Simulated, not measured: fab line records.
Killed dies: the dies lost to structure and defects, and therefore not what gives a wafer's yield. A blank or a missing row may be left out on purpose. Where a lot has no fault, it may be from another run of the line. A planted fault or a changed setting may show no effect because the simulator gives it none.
Split-lot experiment / flow n5-finfet / route with 1938 steps; 7 lots, 39 wafers read

THE SPLIT ITSELF
At N5_MOL_CONTACT_COAG_SPUTTER_143 (material Co, target thk 2.5 nm), the setting target-thk-a was moved away from the recipe's 25 angstrom on 15 of the 39 wafers read, by -47.0% to +50.2%. For the rest of the wafers, this setting stayed at what the recipe calls for.

Reading taken at the split's own step.

THE READING
Co_of_MOL_CONTACT_COAG_SPUTTER_143.thk-nm (the simulator's own value, which no gauge read), in nm, at N5_MOL_CONTACT_COAG_SPUTTER_143 (material Co, target thk 2.5 nm). The file gives no usual value for it. Average 2.5 nm, standard deviation 0.15 nm, over the 24 wafers here run with the recipe.

wafer=L077.1; tool, chamber at the split=pvd-sputter-02, -; target-thk-a as run, angstrom=25; against the recipe=recipe; Co_of_MOL_CONTACT_COAG_SPUTTER_143.thk-nm, nm=2.8; against lot-mates on the recipe=-
wafer=L077.3; tool, chamber at the split=pvd-sputter-02, -; target-thk-a as run, angstrom=25; against the recipe=recipe; Co_of_MOL_CONTACT_COAG_SPUTTER_143.thk-nm, nm=2.8; against lot-mates on the recipe=-
wafer=L077.2; tool, chamber at the split=pvd-sputter-02, -; target-thk-a as run, angstrom=25; against the recipe=recipe; Co_of_MOL_CONTACT_COAG_SPUTTER_143.thk-nm, nm=2.6; against lot-mates on the recipe=-
wafer=L077.4; tool, chamber at the split=pvd-sputter-02, -; target-thk-a as run, angstrom=25; against the recipe=recipe; Co_of_MOL_CONTACT_COAG_SPUTTER_143.thk-nm, nm=2.6; against lot-mates on the recipe=-
wafer=L077.5; tool, chamber at the split=pvd-sputter-02, -; target-thk-a as run, angstrom=25; against the recipe=recipe; Co_of_MOL_CONTACT_COAG_SPUTTER_143.thk-nm, nm=2.6; against lot-mates on the recipe=-
wafer=L077.6; tool, chamber at the split=pvd-sputter-02, -; target-thk-a as run, angstrom=25; against the recipe=recipe; Co_of_MOL_CONTACT_COAG_SPUTTER_143.thk-nm, nm=2.6; against lot-mates on the recipe=-
wafer=L080.1; tool, chamber at the split=pvd-sputter-02, -; target-thk-a as run, angstrom=25; against the recipe=recipe; Co_of_MOL_CONTACT_COAG_SPUTTER_143.thk-nm, nm=2.6; against lot-mates on the recipe=-
wafer=L080.2; tool, chamber at the split=pvd-sputter-02, -; target-thk-a as run, angstrom=25; against the recipe=recipe; Co_of_MOL_CONTACT_COAG_SPUTTER_143.thk-nm, nm=2.6; against lot-mates on the recipe=-
wafer=L080.4; tool, chamber at the split=pvd-sputter-02, -; target-thk-a as run, angstrom=25; against the recipe=recipe; Co_of_MOL_CONTACT_COAG_SPUTTER_143.thk-nm, nm=2.6; against lot-mates on the recipe=-
wafer=L080.3; tool, chamber at the split=pvd-sputter-02, -; target-thk-a as run, angstrom=31.94; against the recipe=+27.8%; Co_of_MOL_CONTACT_COAG_SPUTTER_143.thk-nm, nm=3.2; against lot-mates on the recipe=+0.6
wafer=L080.5; tool, chamber at the split=pvd-sputter-02, -; target-thk-a as run, angstrom=31.94; against the recipe=+27.8%; Co_of_MOL_CONTACT_COAG_SPUTTER_143.thk-nm, nm=3.2; against lot-mates on the recipe=+0.6
wafer=L080.6; tool, chamber at the split=pvd-sputter-02, -; target-thk-a as run, angstrom=31.94; against the recipe=+27.8%; Co_of_MOL_CONTACT_COAG_SPUTTER_143.thk-nm, nm=3.4; against lot-mates on the recipe=+0.8
wafer=L081.1; tool, chamber at the split=pvd-sputter-01, -; target-thk-a as run, angstrom=25; against the recipe=recipe; Co_of_MOL_CONTACT_COAG_SPUTTER_143.thk-nm, nm=2.4; against lot-mates on the recipe=-
wafer=L081.4; tool, chamber at the split=pvd-sputter-01, -; target-thk-a as run, angstrom=25; against the recipe=recipe; Co_of_MOL_CONTACT_COAG_SPUTTER_143.thk-nm, nm=2.4; against lot-mates on the recipe=-
wafer=L081.2; tool, chamber at the split=pvd-sputter-01, -; target-thk-a as run, angstrom=25; against the recipe=recipe; Co_of_MOL_CONTACT_COAG_SPUTTER_143.thk-nm, nm=2.2; against lot-mates on the recipe=-
wafer=L084.1; tool, chamber at the split=pvd-sputter-02, -; target-thk-a as run, angstrom=25; against the recipe=recipe; Co_of_MOL_CONTACT_COAG_SPUTTER_143.thk-nm, nm=2.4; against lot-mates on the recipe=-
wafer=L084.2; tool, chamber at the split=pvd-sputter-02, -; target-thk-a as run, angstrom=25; against the recipe=recipe; Co_of_MOL_CONTACT_COAG_SPUTTER_143.thk-nm, nm=2.6; against lot-mates on the recipe=-
wafer=L084.6; tool, chamber at the split=pvd-sputter-02, -; target-thk-a as run, angstrom=25; against the recipe=recipe; Co_of_MOL_CONTACT_COAG_SPUTTER_143.thk-nm, nm=2.6; against lot-mates on the recipe=-
wafer=L084.3; tool, chamber at the split=pvd-sputter-02, -; target-thk-a as run, angstrom=37.56; against the recipe=+50.2%; Co_of_MOL_CONTACT_COAG_SPUTTER_143.thk-nm, nm=3.8; against lot-mates on the recipe=+1.3
wafer=L084.4; tool, chamber at the split=pvd-sputter-02, -; target-thk-a as run, angstrom=37.56; against the recipe=+50.2%; Co_of_MOL_CONTACT_COAG_SPUTTER_143.thk-nm, nm=3.8; against lot-mates on the recipe=+1.3
wafer=L084.5; tool, chamber at the split=pvd-sputter-02, -; target-thk-a as run, angstrom=37.56; against the recipe=+50.2%; Co_of_MOL_CONTACT_COAG_SPUTTER_143.thk-nm, nm=3.8; against lot-mates on the recipe=+1.3
wafer=L089.1; tool, chamber at the split=pvd-sputter-01, -; target-thk-a as run, angstrom=25; against the recipe=recipe; Co_of_MOL_CONTACT_COAG_SPUTTER_143.thk-nm, nm=2.6; against lot-mates on the recipe=-
wafer=L089.5; tool, chamber at the split=pvd-sputter-01, -; target-thk-a as run, angstrom=25; against the recipe=recipe; Co_of_MOL_CONTACT_COAG_SPUTTER_143.thk-nm, nm=2.6; against lot-mates on the recipe=-
wafer=L089.2; tool, chamber at the split=pvd-sputter-01, -; target-thk-a as run, angstrom=18.85; against the recipe=-24.6%; Co_of_MOL_CONTACT_COAG_SPUTTER_143.thk-nm, nm=2; against lot-mates on the recipe=-0.5
wafer=L089.3; tool, chamber at the split=pvd-sputter-01, -; target-thk-a as run, angstrom=18.85; against the recipe=-24.6%; Co_of_MOL_CONTACT_COAG_SPUTTER_143.thk-nm, nm=2; against lot-mates on the recipe=-0.5
wafer=L089.4; tool, chamber at the split=pvd-sputter-01, -; target-thk-a as run, angstrom=25; against the recipe=recipe; Co_of_MOL_CONTACT_COAG_SPUTTER_143.thk-nm, nm=2.4; against lot-mates on the recipe=-
wafer=L089.6; tool, chamber at the split=pvd-sputter-01, -; target-thk-a as run, angstrom=18.85; against the recipe=-24.6%; Co_of_MOL_CONTACT_COAG_SPUTTER_143.thk-nm, nm=1.8; against lot-mates on the recipe=-0.7
wafer=L091.1; tool, chamber at the split=pvd-sputter-02, -; target-thk-a as run, angstrom=25; against the recipe=recipe; Co_of_MOL_CONTACT_COAG_SPUTTER_143.thk-nm, nm=2.6; against lot-mates on the recipe=-
wafer=L091.4; tool, chamber at the split=pvd-sputter-02, -; target-thk-a as run, angstrom=25; against the recipe=recipe; Co_of_MOL_CONTACT_COAG_SPUTTER_143.thk-nm, nm=2.6; against lot-mates on the recipe=-
wafer=L091.5; tool, chamber at the split=pvd-sputter-02, -; target-thk-a as run, angstrom=25; against the recipe=recipe; Co_of_MOL_CONTACT_COAG_SPUTTER_143.thk-nm, nm=2.6; against lot-mates on the recipe=-
wafer=L091.2; tool, chamber at the split=pvd-sputter-02, -; target-thk-a as run, angstrom=14.69; against the recipe=-41.2%; Co_of_MOL_CONTACT_COAG_SPUTTER_143.thk-nm, nm=1.4; against lot-mates on the recipe=-1.2
wafer=L091.3; tool, chamber at the split=pvd-sputter-02, -; target-thk-a as run, angstrom=14.69; against the recipe=-41.2%; Co_of_MOL_CONTACT_COAG_SPUTTER_143.thk-nm, nm=1.6; against lot-mates on the recipe=-1.0
wafer=L091.6; tool, chamber at the split=pvd-sputter-02, -; target-thk-a as run, angstrom=14.69; against the recipe=-41.2%; Co_of_MOL_CONTACT_COAG_SPUTTER_143.thk-nm, nm=1.6; against lot-mates on the recipe=-1.0
wafer=L093.1; tool, chamber at the split=pvd-sputter-03, -; target-thk-a as run, angstrom=13.25; against the recipe=-47.0%; Co_of_MOL_CONTACT_COAG_SPUTTER_143.thk-nm, nm=1.2; against lot-mates on the recipe=-1.1
wafer=L093.4; tool, chamber at the split=pvd-sputter-03, -; target-thk-a as run, angstrom=13.25; against the recipe=-47.0%; Co_of_MOL_CONTACT_COAG_SPUTTER_143.thk-nm, nm=1.2; against lot-mates on the recipe=-1.1
wafer=L093.5; tool, chamber at the split=pvd-sputter-03, -; target-thk-a as run, angstrom=13.25; against the recipe=-47.0%; Co_of_MOL_CONTACT_COAG_SPUTTER_143.thk-nm, nm=1.2; against lot-mates on the recipe=-1.1
wafer=L093.2; tool, chamber at the split=pvd-sputter-03, -; target-thk-a as run, angstrom=25; against the recipe=recipe; Co_of_MOL_CONTACT_COAG_SPUTTER_143.thk-nm, nm=2.4; against lot-mates on the recipe=-
wafer=L093.6; tool, chamber at the split=pvd-sputter-03, -; target-thk-a as run, angstrom=25; against the recipe=recipe; Co_of_MOL_CONTACT_COAG_SPUTTER_143.thk-nm, nm=2.4; against lot-mates on the recipe=-
wafer=L093.3; tool, chamber at the split=pvd-sputter-03, -; target-thk-a as run, angstrom=25; against the recipe=recipe; Co_of_MOL_CONTACT_COAG_SPUTTER_143.thk-nm, nm=2.2; against lot-mates on the recipe=-

THE FIT
A straight line over all 39 wafers: Co_of_MOL_CONTACT_COAG_SPUTTER_143.thk-nm changes by +0.0259 nm for each +1% of target-thk-a; r = +0.98; the points scatter about the line by 0.14 nm.
The same after taking each lot's own level away (the mean of its wafers on the recipe; 39 wafers): +0.0249 nm for each +1%; r = +0.99; scatter 0.083 nm.
On that fit, the largest move of target-thk-a shifts the reading by 1.2 nm.
From 2.33 to 2.67 nm: that is the span of the lots' own levels, equal to 2.2 times the standard deviation above.
Hence the lot-to-lot level has little effect on the slope; both slopes agree.
Check: for one of the wafers moved furthest among these (+50.2%), held out of the fit, the line's prediction against its lot-mates is +1.25 nm. It came out at +1.27 nm against them.

THESE WAFERS: OTHER SPLITS
These wafers also went through other splits before the reading. Each is held against what the fit with the lots' levels taken away leaves over:
other split on the same wafers=N5_PMOS_HMC_CHANNEL_EPI_DESCUM_14 time-s; wafers away from the commonest value=18; r with Co_of_MOL_CONTACT_COAG_SPUTTER_143.thk-nm (lot level and that fit taken away)=-0.24
other split on the same wafers=N5_SD_EPI_N_ETCH_45 target-depth-a; wafers away from the commonest value=12; r with Co_of_MOL_CONTACT_COAG_SPUTTER_143.thk-nm (lot level and that fit taken away)=+0.14
other split on the same wafers=N5_HKMG_FIN_HK_ALD_01 ald-cycles; wafers away from the commonest value=18; r with Co_of_MOL_CONTACT_COAG_SPUTTER_143.thk-nm (lot level and that fit taken away)=-0.02

FILE'S OWN FIT
Co_of_MOL_CONTACT_COAG_SPUTTER_143.thk-nm changes by +0.0249 nm for each +1% of target-thk-a, r = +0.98.
